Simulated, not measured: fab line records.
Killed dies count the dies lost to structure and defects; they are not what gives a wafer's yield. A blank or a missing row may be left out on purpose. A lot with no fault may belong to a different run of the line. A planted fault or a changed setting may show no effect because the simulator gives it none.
What tool caused it? / flow nand harc / 7 lots, 21 wafers sampled, at 3 steps of a route of 1302

WHAT EACH GAUGE READ, for each wafer
NHARC_A_CHANNEL_HOLE_D1_CD_MEAS_18.
lot=L666; measured=day 9 04:26; on=cd sem-03; cd nm (nm)=100.0 99.9 100.7
lot=L669; measured=day 10 10:23; on=cd sem-02; cd nm (nm)=101.8 99.2 100.3
lot=L671; measured=day 11 01:46; on=cd sem-02; cd nm (nm)=97.7 98.7 100.0
lot=L674; measured=day 12 09:40; on=cd sem-02; cd nm (nm)=- - -
lot=L677; measured=day 13 08:13; on=cd sem-02; cd nm (nm)=101.4 99.8 99.2
lot=L683; measured=day 15 17:08; on=cd sem-01; cd nm (nm)=98.6 100.7 96.9
lot=L688; measured=day 18 06:10; on=cd sem-02; cd nm (nm)=99.8 99.8 98.0

TOOL THAT RAN EACH LOT (tool first, then ch and the chambers of the sampled wafers, then the start)
lot=L666; NHARC_A_ZERO_WELL_ETCH_13=rie si-05 ch 0,2,3, day 7 08:31; NHARC_A_CHANNEL_HOLE_D1_PEB_08=litho track-06 ch 0, day 9 03:03
lot=L669; NHARC_A_ZERO_WELL_ETCH_13=rie si-05 ch 2,3, day 8 12:58; NHARC_A_CHANNEL_HOLE_D1_PEB_08=litho track-04 ch 0, day 10 09:01
lot=L671; NHARC_A_ZERO_WELL_ETCH_13=rie si-04 ch 0,1,3, day 9 07:46; NHARC_A_CHANNEL_HOLE_D1_PEB_08=litho track-04 ch 0, day 11 00:21
lot=L674; NHARC_A_ZERO_WELL_ETCH_13=rie si-05 ch 0,2,3, day 10 15:45; NHARC_A_CHANNEL_HOLE_D1_PEB_08=litho track-01, day 12 08:10
lot=L677; NHARC_A_ZERO_WELL_ETCH_13=rie si-04 ch 0,1,3, day 11 17:07; NHARC_A_CHANNEL_HOLE_D1_PEB_08=litho track-06 ch 0, day 13 06:47
lot=L683; NHARC_A_ZERO_WELL_ETCH_13=rie si-04 ch 1,2,3, day 13 23:55; NHARC_A_CHANNEL_HOLE_D1_PEB_08=litho track-06 ch 0, day 15 15:29
lot=L688; NHARC_A_ZERO_WELL_ETCH_13=rie si-05 ch 1,2,3, day 16 12:19; NHARC_A_CHANNEL_HOLE_D1_PEB_08=litho track-01 ch 0, day 18 04:47
- NHARC_A_ZERO_WELL_ETCH_13: etches the open film in HBr/Cl2, target depth 120 nm, time 40.1 s.
- NHARC_A_CHANNEL_HOLE_D1_PEB_08: peb time 65 s.

THE ANSWER, worked out from the rows above alone
Rule: the lots themselves supply what counts as usual. Put in order of their means at a reading, lots are off if they are a third of the lots or fewer, leave a main group of 4 or more, and stand apart from it by a gap of 3 or more times the standard deviation of the main group's means; of several such gaps the widest counts. Not used: any main group whose means are identical at the precision the tables above print for the reading. A lot without any number at a reading at which 4 lots or more have one is off too. Any other lot the step has rows for is counted as sound.
Off at NHARC_A_CHANNEL_HOLE_D1_CD_MEAS_18 (cd nm): L674. Without a number there: L674. Main group: mean 99.6 nm, sd 0.69.
A tool fits if, at a process step before that reading, it ran every lot that is off, and no sound lot after the first of them. The gauges at NHARC_A_CHANNEL_HOLE_D1_CD_MEAS_18 are tried like those tools. Not one of the candidates tried fits.

WHAT HAD BEEN PUT IN BY THE SIMULATOR
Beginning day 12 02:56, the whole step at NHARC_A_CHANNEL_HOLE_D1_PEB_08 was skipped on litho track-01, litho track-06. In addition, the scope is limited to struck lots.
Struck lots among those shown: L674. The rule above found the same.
